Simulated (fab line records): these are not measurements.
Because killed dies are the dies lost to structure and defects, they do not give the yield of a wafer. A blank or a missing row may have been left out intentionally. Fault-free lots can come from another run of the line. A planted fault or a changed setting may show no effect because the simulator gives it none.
A lot that was struck, set against a sound lot    flow n5-finfet    40 out of 1938 route steps
Sound: wafers L364.1, L364.3, L364.4. The struck wafers were L372.1, L372.3, L372.5. The cause is given at the end.
For every step that has rows: the tool of each side, followed by ch and its chambers, followed by its first start. Under that, the readings that differ: sound wafers    struck wafers    difference of the means    sigmas: that difference in standard deviations of wafers without a fault.
alike: words and numbers the same on both sides, and readings whose means are apart by under 2 such deviations; not compared: readings that were withheld, readings missing a value for some wafer, numbers with overlapping values and no deviation given by the record, and bounds like >300 which may hide the same value.
Wherever a step has rows on one side only, a row that says differs or no value, or a row with sigmas, the two part there. Numbers that don't overlap but have no deviation are shown without sigmas and don't part them. Lack of a reading on every wafer of one side parts them only where that side has two or more wafers.

first, 2 steps without rows for these wafers: N5_HKMG_FIN_WET_ETCH_18 (etches TiN in SC1, time 55 s, target depth 5.2 nm, rinse time 30 s); N5_HKMG_FIN_STRIP_19 (strips in N2/H2, time 360 s).
N5_HKMG_FIN_ALD_91: deposits TiN, target thk 1 nm, pulse time 1 s, purge time 3 s.
  sound on ald-metal-02 ch 1,2,3, day 4 02:43; struck on ald-metal-01 ch 0,2,3, day 6 05:25
  alike: heater-power-w, precursor-pulse-height-rel
  not compared: since-wet-clean-h
then, 1 step without rows for these wafers: N5_HKMG_FIN_COAT_85 (time 60 s, resist thk 300 nm).
N5_HKMG_FIN_ETCH_86: etches SOC in N2/H2, stops on TiN, target depth 393.2 nm.
  sound on rie-diel-01 ch 0,1,3, day 4 03:03; struck on rie-diel-04 ch 0,2,3, day 6 05:46
  alike: drypump-motor-current-A, oes-product-au, rf-fwd-power-W, rf-vpp-V, showerhead-plenum-p-Torr, throttle-valve-pct
  not compared: rf-hours-counter-h
N5_HKMG_FIN_STRIP_89: strips SOC in N2/H2, time 20 s.
  sound on rie-diel-01 ch 0,1,3, day 4 03:07; struck on rie-diel-04 ch 0,2,3, day 6 05:49
  alike: drypump-motor-current-A, oes-product-au, rf-fwd-power-W, rf-vpp-V, showerhead-plenum-p-Torr, throttle-valve-pct
  not compared: rf-hours-counter-h
then, 6 steps without rows for these wafers: N5_HKMG_FIN_WET_ETCH_87 (etches TiN in SC1, time 154.2 s, target depth 4.7 nm, rinse time 30 s); N5_HKMG_FIN_STRIP_88 (strips in N2/H2, time 360 s); N5_HKMG_FIN_NWFM_ALD_20 (deposits TiAlC, target thk 2 nm, pulse time 3 s, purge time 2 s); N5_HKMG_FIN_ALD_71 (deposits TiN, target thk 1 nm, pulse time 1 s, purge time 3 s); N5_HKMG_FIN_COAT_66 (time 60 s, resist thk 300 nm); N5_HKMG_FIN_ETCH_67 (etches SOC in N2/H2, stops on TiN, target depth 388.9 nm).
N5_HKMG_FIN_STRIP_90: strips SOC in N2/H2, time 20 s.
  sound on rie-diel-03 ch 1,2,3, day 4 04:18; struck on rie-diel-03 ch 0,1, day 6 06:57
  alike: drypump-motor-current-A, oes-product-au, rf-fwd-power-W, rf-vpp-V, showerhead-plenum-p-Torr, throttle-valve-pct
  not compared: rf-hours-counter-h
then, 11 steps without rows for these wafers: N5_HKMG_FIN_WET_ETCH_73 (etches the open film in SC1, time 42.3 s, target depth 1.3 nm, rinse time 30 s); N5_HKMG_FIN_ETCHBACK_68 (etches the open film in Cl2/Ar, stops on HfO2, target depth 0.5 nm); N5_HKMG_FIN_STRIP_69 (strips in N2/H2, time 360 s); N5_HKMG_FIN_ALD_21 (deposits TiN, target thk 1.5 nm, pulse time 1 s, purge time 3 s); N5_HKMG_FIN_ALD_72 (deposits W, target thk 2 nm, pulse time 1 s, purge time 2 s); N5_HKMG_FIN_W_FILL_22 (material W, target thk 60 nm, time 18.2 s); N5_HKMG_FIN_PRECLEAN_83 (cleans in DIW, time 57.5 s); N5_HKMG_FIN_SRD_84 (dry time 32 s); N5_HKMG_FIN_CMP_23 (polishes, stops on SiNx, t overpolish 10 s, target thk 46.326 nm); N5_HKMG_FIN_CMP_94 (polishes, stops on SiNx, t overpolish 4.7 s, target thk 43.299 nm); N5_GATE_CUT_ETCHBACK_00 (etches W in SF6/Cl2).
N5_GATE_CUT_ETCH_56: etches TiN in Cl2/Ar, target depth 21.6 nm.
  sound on rie-metal-01 ch 0,1, day 4 06:23; struck on rie-metal-03 ch 0,1, day 6 09:02
reading                 sound              struck             difference  sigmas
throttle-valve-pct (%)  21.28 21.26 21.02  20.80 20.65 20.67  -0.48       -3
  alike: drypump-motor-current-A, oes-product-au, rf-fwd-power-W
  not compared: rf-hours-counter-h
then, 3 steps without rows for these wafers: N5_GATE_CUT_ETCHBACK_30 (etches TiN in Cl2/Ar, target depth 3 nm); N5_GATE_CUT_VAPOR_ETCH_60 (etches HfO2 in BCl3/Cl2); N5_GATE_CUT_ETCH_58 (etches SiNx in CH3F/O2, target depth 17 nm, time 128.6 s).
N5_GATE_CUT_STRIP_59: strips in N2/H2, time 20 s.
  sound on rie-diel-06 ch 0,2,3, day 4 06:49; struck on rie-diel-05 ch 0,1, day 6 09:38
  alike: drypump-motor-current-A, oes-product-au, rf-vpp-V, showerhead-plenum-p-Torr, throttle-valve-pct
  not compared: rf-hours-counter-h
then, 10 steps without rows for these wafers: N5_GATE_CUT_PRECLEAN_31 (cleans in DIW, time 300 s); N5_GATE_CUT_SRD_32 (time 30 s); N5_GATE_CUT_SAC_CAP_01 (material SiNx, target thk 24 nm, pulse time 1 s, ald cycles 480); N5_GATE_CUT_PECVD_57 (deposits SiNx from SiH4/NH3/N2, target thk 21 nm); N5_GATE_CUT_CMP_02 (polishes, stops on SiO2, t overpolish 12.7 s, target thk 0 nm); N5_GATE_CUT_HM_DEP_46 (deposits SiO2 from TEOS/O2, target thk 130 nm, time 26.6 s); N5_GATE_CUT_COAT_34 (time 60 s, resist thk 60 nm); N5_GATE_CUT_COAT_35 (time 60 s, resist thk 10 nm); N5_GATE_CUT_COAT_27 (time 60 s, resist thk 10 nm); N5_GATE_CUT_COAT_07 (resist thk 30 nm).
-- the record jumps here: 11 days lie between the struck wafers' starts before and after (it left off in module GATE_CUT and takes up again in module PASSIVATION, whose first step shown is number 1936 of the route) --
N5_PASSIVATION_PROBE_49:
  sound on prober-01, day 13 03:03; struck on prober-01, day 17 07:27
reading              sound       struck       difference  sigmas
killed-at-front-end  51 47 40    148 92 110   +71         +7
killed-dies          96 108 108  201 147 162  +66         +5
  alike: killed_at_M0_to_M3, killed_at_M4_up, killed-at-contacts, killed-at-other, killed-open, killed-short

WHERE THEY PART
Earliest at N5_GATE_CUT_ETCH_56; latest, in this record, at N5_PASSIVATION_PROBE_49.

WHY: whatever the simulator had introduced
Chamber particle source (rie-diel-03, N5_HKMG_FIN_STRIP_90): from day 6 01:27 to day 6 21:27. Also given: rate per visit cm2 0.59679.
